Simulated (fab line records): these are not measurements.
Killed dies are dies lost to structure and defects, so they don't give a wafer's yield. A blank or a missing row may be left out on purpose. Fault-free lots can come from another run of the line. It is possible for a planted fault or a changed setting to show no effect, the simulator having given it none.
Matching of chambers | flow n5-finfet | 3 sister chambers for N5_BEOL_M9_CURE_71 on uv-cure-01
The step cures SiCOH lowk, time 240 s. 6 wafers are shown with their chamber, then 12 later ones without.

WAFERS, EACH WITH ITS CHAMBER
wafer  | chamber | wafer_temp_C_max | lamp-power-pct (%)
L084.5 | 1       | 387.6            | 52.31
L084.6 | 1       | 388.4            | 52.16
L086.3 | 2       | 385.9            | 52.31
L086.5 | 2       | 386.1            | 52.45
L089.3 | 0       | 388.2            | 52.30
L089.6 | 0       | 387.8            | 52.30

WAFERS WITH NO CHAMBER GIVEN
wafer  | wafer_temp_C_max | lamp-power-pct (%)
L091.1 | 387.8            | 52.28
L091.4 | 388.3            | 52.35
L091.6 | 386.8            | 52.30
L095.1 | 387.6            | 52.23
L095.4 | 388.0            | 52.30
L095.6 | 388.0            | 52.37
L093.1 | 387.3            | 52.33
L093.2 | 385.9            | 52.37
L093.3 | 386.2            | 52.30
L093.4 | 385.9            | 52.29
L093.5 | 386.0            | 52.35
L093.6 | 386.2            | 52.29

CHAMBER TAKEN BY EACH
wafer  | from the rows above          | in truth
L091.1 | can't be placed: 0 or 1      | 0
L091.4 | can't be placed: 0 or 1      | 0
L091.6 | can't be placed: 2 or 0 or 1 | 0
L095.1 | can't be placed: 1 or 0      | 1
L095.4 | can't be placed: 0 or 1      | 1
L095.6 | can't be placed: 0 or 1      | 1
L093.1 | can't be placed: 0 or 1 or 2 | 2
L093.2 | 2                            | 2
L093.3 | 2                            | 2
L093.4 | 2                            | 2
L093.5 | 2                            | 2
L093.6 | 2                            | 2
Correct placement for 5 of the 12. From these rows, 7 cannot be placed; in 7 the true chamber is one of the candidates. Wrongly placed: 0.
How it was worked out, from the rows above alone: a wafer's distance from a chamber is the root of the sum, over the readings, of the square of ((its reading less the chamber's mean) divided by the reading's scatter). The wafer belongs to the nearest chamber; if the next one is less than 2 further off, it can't be placed. For every chamber, the mean is computed from those of its wafers that are shown. The scatter is the square root of a quotient: the sum, over the shown wafers, of each reading's squared deviation from its chamber's mean, divided by wafers minus chambers.
